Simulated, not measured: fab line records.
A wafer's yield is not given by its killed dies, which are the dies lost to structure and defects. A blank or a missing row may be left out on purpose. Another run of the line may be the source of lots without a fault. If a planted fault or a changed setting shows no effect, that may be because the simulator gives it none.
A struck lot beside a sound one	flow nand harc	15 out of 1159 route steps
Sound: these wafers, L114.1, L114.2, L114.6. Struck: wafer L124.5. (L124.1 of the same lot was not struck and is left out.) The cause comes at the end.
Order at every step that has rows: each side's tool, ch and its chambers, its first start. Under that, the readings that differ: sound wafers	struck wafers	difference of the means	sigmas: that difference in standard deviations of wafers without a fault.
alike: a reading whose means differ by less than 2 such deviations, as well as words and numbers matching on both sides. not compared: withheld readings; readings where some wafer has no value; bounds like >300 that might hide an equal value; numbers whose values overlap and for which the record gives no deviation.
A row with sigmas, a row that says differs or no value, or rows on one side alone: a step with any of these is where the two part. Non-overlapping numbers with no deviation appear without sigmas and do not part them. Lack of a reading on every wafer of one side parts them only where that side has two or more wafers.

first, 7 steps without rows for these wafers: NHARC_P_CONTACT_COAT_34 (time 65 s); NHARC_P_CONTACT_COAT_06 (resist thk 90 nm); NHARC_P_CONTACT_SOFTBAKE_07 (time 55 s); NHARC_P_CONTACT_EBR_08; NHARC_P_CONTACT_EXPOSE_09 (exposes mask P CA, target cd 90 nm); NHARC_P_CONTACT_PEB_10 (peb time 65 s); NHARC_P_CONTACT_DEVELOP_11 (develop time 35 s).
NHARC_P_CONTACT_CD_MEAS_12 targets a cd of 90 nm.
  sound on cd sem-02 ch 0, day 5 21:43; struck on cd sem-01 ch 0, day 8 10:32
  alike: cd nm
NHARC_P_CONTACT_OVL_MEAS_13:
  struck on overlay-01, day 8 10:37; sound on overlay-02, day 5 21:48
  alike: overlay x nm, overlay y nm
NHARC_P_CONTACT_INSPECT_14:
  struck on defect inspect-01, day 8 10:40; sound on defect inspect-01, day 5 21:50
  alike: raw defect count
NHARC_P_CONTACT_DESCUM_17: chemistry O2, time 3 s.
  sound on rie diel-01 ch 0,1,2, day 5 21:54; struck on rie diel-04 ch 3, day 8 10:46
reading	sound	struck	difference	sigmas
drypump motor current A (A)	5.7 5.2 4.8	6.5	+1.3	+3
oes product au (a.u.)	0.994 1.039 1.024	0.984	-0.035	-2
  alike: rf vpp V, showerhead plenum p Torr, throttle valve pct
  not compared: rf hours counter h
NHARC_P_CONTACT_ETCH_35: etches the open film in CF4, target depth 39 nm, time 65 s.
  sound on rie diel-01 ch 1,3, day 5 21:59; struck on rie diel-04 ch 2, day 8 10:50
reading	sound	struck	difference	sigmas
showerhead plenum p Torr (Torr)	1.72 1.70 1.70	1.86	+0.15	+2
  alike: drypump motor current A, oes product au, rf vpp V, run length s, throttle valve pct
  not compared: rf hours counter h
NHARC_P_CONTACT_ETCH_36: etches the open film in N2/H2, target depth 260 nm, time 406.25 s.
  sound on rie diel-01 ch 0,2,3, day 5 22:08; struck on rie diel-04 ch 0, day 8 10:55
reading	sound	struck	difference	sigmas
run length s (s)	428.3 427.2 427.8	320.1	-107.7	-99 or more
  alike: drypump motor current A, oes product au, rf vpp V, showerhead plenum p Torr, throttle valve pct
  not compared: rf hours counter h
NHARC_P_CONTACT_ETCH_18: etches the open film in C4F8/O2/Ar, target depth 481 nm, time 240.5 s.
  sound: rie diel-01 ch 0,2,3; struck: rie diel-04 ch 0
  alike: oes product au, rf vpp V, run length s
  not compared: rf hours counter h
-- jump in the record: it breaks off in module P_CONTACT and resumes in module END (first step shown: number 1159 of the route), and 17 days separate the struck wafers' starts before and after --
NHARC_END_SORT_01:
  here the record holds rows for the struck wafers (prober-02 ch 0, day 25 06:15) but none for the sound ones

== WHERE THEY PART ==
Earliest at NHARC_P_CONTACT_DESCUM_17; latest, in this record, at NHARC_END_SORT_01.

WHY: what the simulator had put in
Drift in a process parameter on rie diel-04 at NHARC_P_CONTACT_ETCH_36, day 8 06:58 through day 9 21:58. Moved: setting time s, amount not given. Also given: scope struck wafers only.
